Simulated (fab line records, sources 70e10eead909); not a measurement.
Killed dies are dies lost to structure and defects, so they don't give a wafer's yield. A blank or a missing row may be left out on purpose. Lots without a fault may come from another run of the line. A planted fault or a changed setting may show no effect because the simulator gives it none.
Which tool did it? | flow nand_harc | 11 lots, 33 wafers sampled, at 5 steps of a route of 1159

WHAT THE GAUGES READ, wafer by wafer
NHARC_END_SORT_01.
lot  | measured     | on        | killed_at_array
L482 | day 24 23:00 | prober-02 | 672 670 673
L484 | day 25 14:29 | prober-02 | 676 675 674

WHICH TOOL RAN EACH LOT (tool, then ch and the chambers of the sampled wafers, then the start)
lot  | NHARC_A_CONTACT_ETCH_131             | NHARC_A_CONTACT_ETCH_97                       | NHARC_A_CONTACT_ETCH_106           | NHARC_A_CONTACT_ETCH_134
L461 | har_cap_etch-01 ch 0,1, day 16 19:34 | rie_diel-13 ch 0,2,3, day 16 21:01 or earlier | rie_diel-03 ch 1,2,3, day 16 21:01 | har_cap_etch-02 ch 0,1, day 17 01:49
L462 | har_cap_etch-01 ch 0,1, day 17 01:02 | rie_diel-03 ch 0,1,2, day 17 02:26 or earlier | rie_diel-03 ch 1,2,3, day 17 02:26 | har_cap_etch-01 ch 0,1, day 17 06:19
L465 | har_cap_etch-02 ch 0, day 17 10:23   | rie_diel-13 ch 0,1,2, day 17 12:31 or earlier | rie_diel-13 ch 0,1,2, day 17 12:31 | har_cap_etch-02 ch 0,1, day 17 19:23
L467 | har_cap_etch-02 ch 0,1, day 18 13:11 | rie_diel-05 ch 1,2,3, day 18 14:33 or earlier | rie_diel-03 ch 0,2,3, day 18 14:33 | har_cap_etch-01 ch 0,1, day 18 19:14
L470 | har_cap_etch-03 ch 0,1, day 18 14:01 | rie_diel-03 ch 0,2,3, day 18 15:32 or earlier | rie_diel-03 ch 0,1,2, day 18 15:32 | har_cap_etch-02 ch 0,1, day 18 19:50
L469 | har_cap_etch-02 ch 0,1, day 19 04:48 | rie_diel-03 ch 0,3, day 19 06:27 or earlier   | rie_diel-13 ch 1,2,3, day 19 06:27 | har_cap_etch-01 ch 0,1, day 19 10:37
L471 | har_cap_etch-03 ch 0,1, day 19 08:41 | rie_diel-05 ch 0,1,3, day 19 10:02 or earlier | rie_diel-05 ch 0,1,3, day 19 10:02 | har_cap_etch-01 ch 0,1, day 19 13:47
L474 | har_cap_etch-03 ch 0,1, day 19 22:24 | rie_diel-03 ch 0,2,3, day 19 23:55 or earlier | rie_diel-03 ch 0,1,3, day 19 23:55 | har_cap_etch-01 ch 0,1, day 20 03:51
L476 | har_cap_etch-03 ch 0,1, day 20 09:13 | rie_diel-03 ch 1,2,3, day 20 10:47 or earlier | rie_diel-13 ch 1,2,3, day 20 10:47 | har_cap_etch-02 ch 0,1, day 20 14:44
L482 | har_cap_etch-01 ch 0,1, day 22 06:06 | rie_diel-03 ch 1,2,3, day 22 07:28            | rie_diel-05 ch 1,2,3, day 22 08:32 | har_cap_etch-01 ch 0,1, day 22 13:10
L484 | har_cap_etch-03 ch 0,1, day 22 17:11 | rie_diel-03 ch 1,3, day 22 19:14 or earlier   | rie_diel-03 ch 0,1,3, day 22 19:14 | har_cap_etch-02 ch 0,1, day 22 23:34
- NHARC_A_CONTACT_ETCH_131: etches the open film in C4F8/O2/Ar, time 155 s, target depth 956 nm.
- NHARC_A_CONTACT_ETCH_97: etches the open film in C4F6/O2, target depth 20 nm, time 10 s.
- NHARC_A_CONTACT_ETCH_106: etches the open film in CF4/O2, target depth 60 nm, overetch 6 nm, time 33 s.
- NHARC_A_CONTACT_ETCH_134: etches the open film in C4F8/O2/Ar, time 140 s, target depth 700 nm.

THE ANSWER, worked out from the rows above alone
Rule: what is usual is taken from the lots themselves. Put in order of their means at a reading, lots are off if they are a third of the lots or fewer, leave a main group of 4 or more, and stand apart from it by a gap of 3 or more times the standard deviation of the main group's means; of several such gaps the widest counts. A main group whose means are all the same, to the digits that the tables above print for the reading, isn't used. A lot without any number at a reading at which 4 lots or more have one is off too. The other lots that the step has rows for count as sound.
No lot is off at any reading shown: from this, nothing can be told.

WHAT THE SIMULATOR HAD PUT IN
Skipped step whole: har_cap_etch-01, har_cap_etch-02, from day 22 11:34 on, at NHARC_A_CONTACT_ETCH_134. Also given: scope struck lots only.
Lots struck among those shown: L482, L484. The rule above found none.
